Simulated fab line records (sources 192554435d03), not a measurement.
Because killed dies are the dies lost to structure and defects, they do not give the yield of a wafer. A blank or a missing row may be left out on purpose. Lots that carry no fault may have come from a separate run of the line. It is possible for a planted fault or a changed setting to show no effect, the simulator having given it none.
Struck lot and sound lot, side by side ; flow n5-finfet ; 36 out of 1938 route steps
Sound: wafers L445.3, L445.4, L445.6. Struck: wafer L434.2. (L434.1, L434.3 of the same lot were not struck and are left out.) The cause comes at the end.
For every step that has rows: the tool of each side, followed by ch and its chambers, followed by its first start. Under that, the readings that differ: sound wafers ; struck wafers ; difference of the means ; sigmas: that difference in standard deviations of wafers without a fault.
alike: readings with means less than 2 such deviations apart, plus words and numbers identical on both sides. not compared: withheld readings, readings lacking a value on some wafer, bounds such as >300 that could conceal the same value, and numbers that have no deviation in the record and whose values overlap.
The two part at a step that has a row with sigmas, a row that says differs or no value, or rows on one side only. Non-overlapping numbers with no deviation appear without sigmas and do not part them. Lack of a reading on every wafer of one side parts them only where that side has two or more wafers.

first, 9 steps without rows for these wafers: N5_PMOS_HMC_CHANNEL_EPI_COAT_03 (resist thk 205 nm); N5_PMOS_HMC_CHANNEL_EPI_EBR_05; N5_PMOS_HMC_CHANNEL_EPI_SOFTBAKE_04 (time 60 s); N5_PMOS_HMC_CHANNEL_EPI_EXPOSE_06 (exposes mask PMOS HMC BLK, target cd 240 nm); N5_PMOS_HMC_CHANNEL_EPI_PEB_07 (peb time 60 s); N5_PMOS_HMC_CHANNEL_EPI_DEVELOP_08 (develop time 30 s); N5_PMOS_HMC_CHANNEL_EPI_DESCUM_14 (chemistry O2, time 7.9 s); N5_PMOS_HMC_CHANNEL_EPI_ETCH_32 (etches BARC in N2/H2, stops on SiO2, target depth 85.8 nm, time 50.3 s); N5_PMOS_HMC_CHANNEL_EPI_HM_OPEN_15 (chemistry CHF3/O2, target SiO2, target depth 40.6 nm, time 20.3 s).
N5_PMOS_HMC_CHANNEL_EPI_STRIP_33: strips in N2/H2.
  sound on rie-diel-05 ch 0,1,3, day 7 11:29; struck on rie-diel-05 ch 1, day 4 17:22
reading;sound;struck;difference;sigmas
bias-power-w (W);7.936 7.999 7.993;8.029;+0.053;+2
  alike: drypump-motor-current-A, oes-product-au, rf-vpp-V, showerhead-plenum-p-Torr, throttle-valve-pct
  not compared: rf-hours-counter-h
then, 25 steps without rows for these wafers: N5_PMOS_HMC_CHANNEL_EPI_STRIP_17 (strips in SPM, time 750 s); N5_PMOS_HMC_CHANNEL_EPI_ETCH_38 (etches SiO2 in CF4, target depth 1.5 nm); N5_PMOS_HMC_CHANNEL_EPI_FIN_RECESS_16 (chemistry HBr/Cl2, target Si, target depth 54 nm, time 18 s); N5_PMOS_HMC_CHANNEL_EPI_PRECLEAN_36 (cleans in O3/DIW, time 45 s); N5_PMOS_HMC_CHANNEL_EPI_PRECLEAN_18 (cleans in DHF, time 30 s); N5_PMOS_HMC_CHANNEL_EPI_SRD_19 (time 30 s); N5_PMOS_HMC_CHANNEL_EPI_EPI_20 (deposits SiGe30, target thk 59 nm); N5_PMOS_HMC_CHANNEL_EPI_HM_STRIP_35 (strips SiO2 in dHF, material SiO2, target depth 39.6 nm, time 216 s); N5_PMOS_HMC_CHANNEL_EPI_SRD_39 (time 30 s); N5_PMOS_HMC_CHANNEL_EPI_CMP_21 (polishes SiGe30, target thk 54 nm); N5_PMOS_HMC_CHANNEL_EPI_PRECLEAN_40 (cleans in DHF, time 30 s); N5_PMOS_HMC_CHANNEL_EPI_PRECLEAN_37 (cleans in O3/DIW, time 45 s); N5_PMOS_HMC_CHANNEL_EPI_PRECLEAN_24 (cleans in DHF, time 30 s); N5_PMOS_HMC_CHANNEL_EPI_SRD_25 (time 30 s); N5_PMOS_HMC_CHANNEL_EPI_EPI_26 (deposits Si from SiH4/H2, target thk 3.8 nm, time 22.7 s); N5_FIN_SAQP_PRECLEAN_42 (cleans in O3/DIW, time 60 s); N5_FIN_SAQP_PRECLEAN_00 (cleans in SC1, time 60 s); N5_FIN_SAQP_PRECLEAN_44 (cleans in SC2, time 45 s); N5_FIN_SAQP_SRD_01 (time 30 s); N5_FIN_SAQP_ALD_61 (deposits SiO2, target thk 4 nm, pulse time 1 s, purge time 2 s); N5_FIN_SAQP_DENSIFY_62 (time 60 s); N5_FIN_SAQP_HM_DEP_03 (deposits SiNx from SiH4/NH3/N2, target thk 38 nm, time 33.6 s); N5_FIN_SAQP_PECVD_47 (deposits a-Si from SiH4/He, target thk 45 nm, time 36.3 s); N5_FIN_SAQP_PECVD_48 (deposits SiNx from SiH4/NH3/N2, target thk 25 nm, time 22.1 s); N5_FIN_SAQP_PECVD_06 (deposits a-Si from SiH4/He, target thk 60 nm, time 48.1 s).
-- a jump in the record: the struck wafers' starts before and after are 11 days apart (it breaks off in module FIN_SAQP and resumes in module PASSIVATION, where the first step shown is number 1936 of the route) --
N5_PASSIVATION_PROBE_49:
  the record has rows for the struck wafers here (prober-02, day 15 23:58) and none for the sound ones

== WHERE THEY PART ==
Earliest at N5_PMOS_HMC_CHANNEL_EPI_STRIP_33; latest, in this record, at N5_PASSIVATION_PROBE_49.

WHY: the cause the simulator had injected
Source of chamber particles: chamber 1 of rie-diel-05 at N5_PMOS_HMC_CHANNEL_EPI_STRIP_33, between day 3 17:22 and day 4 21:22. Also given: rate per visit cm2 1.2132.
